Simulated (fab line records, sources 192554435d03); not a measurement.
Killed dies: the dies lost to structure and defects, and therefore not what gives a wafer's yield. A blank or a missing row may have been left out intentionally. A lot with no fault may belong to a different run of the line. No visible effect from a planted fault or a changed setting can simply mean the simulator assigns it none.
Chamber matching ; flow n5Finfet ; cmp-01 running N5_BEOL_M8_CMP_52: 4 sister chambers
The step polishes, stops on SiCOH lowk, t overpolish 6.9 s, target thk 80 nm. 14 wafers are shown with their chamber, then 7 later ones without.

WAFERS PAIRED WITH THEIR CHAMBERS
wafer;chamber;motorCurrentA (A);timeToEndpointS (s);overpolishRunS (s)
L076.2;1;4.9;58;6.892
L076.4;0;6.7;66;6.885
L083.2;2;5.1;63;6.912
L083.3;0;6.8;67;6.904
L083.4;3;6.7;63;6.897
L085.4;0;7.2;73;6.900
L084.1;3;6.6;68;6.903
L084.4;0;7.0;69;6.901
L088.2;3;6.7;65;6.902
L088.3;1;5.3;57;6.902
L088.4;0;7.3;64;6.899
L090.3;0;7.2;67;6.897
L090.4;3;7.0;66;6.897
L093.3;1;5.2;59;6.893

SIGNATURES (means of the wafers above)
reading;chamber 0;chamber 1;chamber 2;chamber 3;scatter within a chamber
motorCurrentA;7.033;5.133;5.100;6.750;0.217
timeToEndpointS;67.67;58.00;63.00;65.50;2.5
overpolishRunS;6.89767;6.89567;6.91200;6.89975;0.00557
Rule: for a wafer and a chamber, the distance is found by dividing, reading by reading, the gap between the wafer's reading and the chamber's mean by the reading's scatter, squaring, summing and taking the root. If the next closest chamber is less than 2 further off than the closest, the wafer can't be placed; otherwise it belongs to the closest. How the scatter is found: for the shown wafers, subtract from each reading the mean of its chamber, square and add these, divide the total by (wafers less chambers), then take the root.

WAFERS MISSING THEIR CHAMBER
wafer;motorCurrentA (A);timeToEndpointS (s);overpolishRunS (s)
L093.4;6.8;65;6.913
L094.1;6.8;61;6.902
L094.2;5.0;63;6.910
L095.1;5.1;60;6.894
L095.4;6.7;66;6.910
L097.3;5.2;57;6.901
L097.4;6.8;65;6.898

THE CHAMBER EACH PASSED THROUGH
wafer;from the rows above;in truth
L093.4;can't be placed: 3 or 0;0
L094.1;can't be placed: 3 or 0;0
L094.2;2;2
L095.1;1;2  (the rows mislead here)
L095.4;can't be placed: 3 or 0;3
L097.3;1;1
L097.4;can't be placed: 3 or 0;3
Correctly placed: 2 of 7. Can't be placed from these rows: 4 (the true chamber is among the candidates in 4). Placed wrongly: 1.
